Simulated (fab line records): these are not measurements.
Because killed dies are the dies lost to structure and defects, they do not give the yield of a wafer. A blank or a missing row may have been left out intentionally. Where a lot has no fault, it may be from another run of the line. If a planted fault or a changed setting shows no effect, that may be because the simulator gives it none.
Split-lot trial -- flow n5_finfet -- 39 wafers read from 7 lots, route of 1938 steps

== THE SPLIT ==
At N5_DUMMY_GATE_ETCH_32 (etches SiO2 in CF4, target depth 3.5 nm, time 3.9 s), the setting time_s was moved away from the recipe's 3.9 s on 15 of the 39 wafers read, by -14.4% to +20.9%. For the rest of the wafers, this setting stayed at what the recipe calls for.

The reading is taken at the split's own step.

== THE READING ==
etch.depth_nm (the simulator's own value, which no gauge read), in nm, at N5_DUMMY_GATE_ETCH_32 (etches SiO2 in CF4, target depth 3.5 nm, time 3.9 s). The file does not state a usual value for it. Across the 24 wafers here that went through the recipe, the average is 3.532 nm and the standard deviation 0.074 nm.

wafer,"tool, chamber at the split","time_s as run, s",against the recipe,"etch.depth_nm, nm",against lot-mates on the recipe
L079.1,"rie_si-01, 2",3.9,recipe,3.555,-
L079.4,"rie_si-01, 2",3.9,recipe,3.555,-
L079.2,"rie_si-01, 3",3.9,recipe,3.459,-
L079.3,"rie_si-01, 1",3.9,recipe,3.467,-
L079.5,"rie_si-01, 3",3.9,recipe,3.441,-
L079.6,"rie_si-01, 1",3.9,recipe,3.51,-
L080.1,"rie_si-03, 2",4.715,+20.9%,4.359,+0.736
L080.2,"rie_si-03, 3",3.9,recipe,3.682,-
L080.3,"rie_si-03, 1",3.9,recipe,3.596,-
L080.4,"rie_si-03, 0",4.715,+20.9%,4.337,+0.714
L080.5,"rie_si-03, 2",4.715,+20.9%,4.344,+0.721
L080.6,"rie_si-03, 1",3.9,recipe,3.592,-
L082.1,"rie_si-05, 1",3.9,recipe,3.585,-
L082.2,"rie_si-05, 0",3.9,recipe,3.408,-
L082.5,"rie_si-05, 0",3.9,recipe,3.426,-
L083.1,"rie_si-01, 3",3.9,recipe,3.466,-
L083.2,"rie_si-01, 2",4.234,+8.6%,3.854,+0.382
L083.3,"rie_si-01, 1",3.9,recipe,3.499,-
L083.4,"rie_si-01, 2",4.234,+8.6%,3.813,+0.341
L083.5,"rie_si-01, 1",3.9,recipe,3.451,-
L083.6,"rie_si-01, 3",4.234,+8.6%,3.798,+0.326
L090.1,"rie_si-03, 2",3.337,-14.4%,3.064,-0.544
L090.2,"rie_si-03, 3",3.9,recipe,3.661,-
L090.3,"rie_si-03, 0",3.337,-14.4%,3.036,-0.572
L090.4,"rie_si-03, 1",3.9,recipe,3.581,-
L090.5,"rie_si-03, 0",3.337,-14.4%,3.054,-0.554
L090.6,"rie_si-03, 1",3.9,recipe,3.583,-
L094.1,"rie_si-05, 2",3.9,recipe,3.598,-
L094.2,"rie_si-05, 3",4.16,+6.7%,3.646,+0.102
L094.3,"rie_si-05, 0",3.9,recipe,3.46,-
L094.4,"rie_si-05, 1",4.16,+6.7%,3.865,+0.321
L094.5,"rie_si-05, 1",4.16,+6.7%,3.885,+0.341
L094.6,"rie_si-05, 2",3.9,recipe,3.575,-
L097.1,"rie_si-01, 3",4.66,+19.5%,4.13,+0.590
L097.2,"rie_si-01, 0",3.9,recipe,3.561,-
L097.3,"rie_si-01, 2",4.66,+19.5%,4.248,+0.708
L097.4,"rie_si-01, 1",4.66,+19.5%,4.14,+0.600
L097.5,"rie_si-01, 3",3.9,recipe,3.48,-
L097.6,"rie_si-01, 2",3.9,recipe,3.579,-

THE FIT
A straight line over all 39 wafers: etch.depth_nm changes by +0.0354 nm for each +1% of time_s; r = +0.97; the points scatter about the line by 0.074 nm.
The same after taking each lot's own level away (the mean of its wafers on the recipe; 39 wafers): +0.0353 nm for each +1%; r = +0.98; scatter 0.059 nm.
The reading moves by 0.74 nm for the largest change in time_s, on that fit.
Across the lots, their own levels run from 3.4720 to 3.6233 nm, a range of 2.1 times the standard deviation given above.
The two slopes agree, so the slope changes little with the lot-to-lot level.
Check: for one of the wafers moved furthest among these (+20.9%), held out of the fit, the line's prediction against its lot-mates is +0.734 nm. Against them it came out at +0.736 nm.

== ADDITIONAL SPLITS CARRIED BY THESE WAFERS ==
Note: prior to the reading, these wafers also went through further splits. Each is held against what the fit with the lots' levels taken away leaves over:
other split on the same wafers,wafers away from the commonest value,r with etch.depth_nm (lot level and that fit taken away)
N5_DUMMY_GATE_HM_DEP_06 target_thk_a,24,+0.20

== FILE'S OWN FIT ==
etch.depth_nm changes by +0.0352 nm for each +1% of time_s, r = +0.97.
